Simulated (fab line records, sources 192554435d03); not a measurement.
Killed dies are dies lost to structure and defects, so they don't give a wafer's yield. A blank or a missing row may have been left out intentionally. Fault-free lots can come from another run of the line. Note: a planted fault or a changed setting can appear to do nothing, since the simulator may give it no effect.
Chamber matching | flow n5 finfet | 4 sister chambers for N5_BEOL_M15_DESCUM_33 on rie diel-06
The step chemistry O2, time 7.9 s. 4 wafers are shown with their chamber, then 11 later ones without.

== WAFERS PAIRED WITH THEIR CHAMBERS ==
wafer  | chamber | throttle valve pct (%)
L087.4 | 3       | 20.72
L089.3 | 1       | 20.14
L089.6 | 0       | 20.69
L092.1 | 2       | 20.96

== WAFERS WITH NO CHAMBER GIVEN ==
wafer  | throttle valve pct (%)
L092.4 | 20.69
L092.5 | 20.69
L095.2 | 20.12
L095.3 | 20.72
L095.4 | 20.38
L093.3 | 20.38
L093.4 | 20.14
L093.5 | 20.71
L097.2 | 20.13
L097.3 | 20.37
L097.4 | 20.36

== CHAMBER TAKEN BY EACH ==
wafer  | from the rows above          | in truth
L092.4 | can't be placed: 0 or 3 or 2 | 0
L092.5 | can't be placed: 0 or 3 or 2 | 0
L095.2 | 1                            | 1
L095.3 | can't be placed: 3 or 0 or 2 | 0
L095.4 | can't be placed: 1 or 0 or 3 | 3
L093.3 | can't be placed: 1 or 0 or 3 | 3
L093.4 | 1                            | 1
L093.5 | can't be placed: 3 or 0 or 2 | 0
L097.2 | 1                            | 1
L097.3 | can't be placed: 1 or 0 or 3 | 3
L097.4 | can't be placed: 1 or 0 or 3 | 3
Correctly placed: 3 of 11. From these rows, 8 cannot be placed; in 8 the true chamber is one of the candidates. Placed wrongly: 0.
How it was worked out, from the rows above alone: a wafer's distance from a chamber is the root of the sum, over the readings, of the square of ((its reading less the chamber's mean) divided by the reading's scatter). The wafer belongs to the nearest chamber; if the next one is less than 2 further off, it can't be placed. A chamber's mean is the mean of its shown wafers. The scatter: root of mean squared gap, hidden wafer to nearest shown wafer, with one shown wafer a chamber.
